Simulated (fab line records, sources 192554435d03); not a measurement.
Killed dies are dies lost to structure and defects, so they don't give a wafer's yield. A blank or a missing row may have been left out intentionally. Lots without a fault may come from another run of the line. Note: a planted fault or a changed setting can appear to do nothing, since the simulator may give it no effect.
Chamber matching    flow n5Finfet    rieDiel-01 running N5_BEOL_M7_VIA_ETCH_34: 4 sister chambers
The step etches SiCOH lowk in C4F6/O2, target depth 125.5 nm, time 50.5 s. 14 wafers are shown with their chamber, then 7 later ones without.

== EACH WAFER AND ITS CHAMBER ==
wafer   chamber  drypumpMotorCurrentA (A)  showerheadPlenumPTorr (Torr)  throttleValvePct (%)
L076.1  1        5.59                      2.92                          20.91
L076.5  3        5.66                      2.76                          20.66
L076.6  2        5.68                      2.82                          21.07
L077.2  2        5.66                      2.81                          21.07
L077.3  3        5.71                      2.75                          20.66
L077.6  2        5.68                      2.81                          21.08
L080.1  1        5.60                      2.91                          20.93
L080.2  0        5.07                      2.87                          21.09
L080.6  0        5.07                      2.87                          21.11
L084.1  2        5.67                      2.81                          21.09
L084.2  3        5.68                      2.75                          20.69
L084.5  3        5.64                      2.75                          20.68
L085.1  0        5.08                      2.87                          21.11
L085.2  3        5.68                      2.75                          20.70

SIGNATURES, as means of the wafers listed above
reading                chamber 0  chamber 1  chamber 2  chamber 3  scatter within a chamber
drypumpMotorCurrentA   5.0733     5.5950     5.6725     5.6740     0.0176
showerheadPlenumPTorr  2.8700     2.9150     2.8125     2.7520     0.00453
throttleValvePct       21.1033    20.9200    21.0775    20.6780    0.0142
Rule: distance of a wafer from a chamber = root of the sum over the readings of ((wafer's reading minus chamber's mean) / reading's scatter) squared. If the next closest chamber is less than 2 further off than the closest, the wafer can't be placed; otherwise it belongs to the closest. The scatter is the square root of a quotient: the sum, over the shown wafers, of each reading's squared deviation from its chamber's mean, divided by wafers minus chambers.

== WAFERS WHOSE CHAMBER IS MISSING ==
wafer   drypumpMotorCurrentA (A)  showerheadPlenumPTorr (Torr)  throttleValvePct (%)
L085.6  5.68                      2.81                          21.11
L088.1  5.07                      2.87                          21.10
L088.2  5.65                      2.75                          20.70
L088.5  5.59                      2.91                          20.95
L092.1  5.68                      2.74                          20.73
L092.3  5.60                      2.90                          20.96
L092.5  5.08                      2.86                          21.12

== WHICH CHAMBER EACH ONE RAN IN ==
wafer   from the rows above  in truth
L085.6  2                    2
L088.1  0                    0
L088.2  3                    3
L088.5  1                    1
L092.1  3                    3
L092.3  1                    1
L092.5  0                    0
Correctly placed: 7 of 7. From these rows, 0 cannot be placed. Wrongly placed: 0.
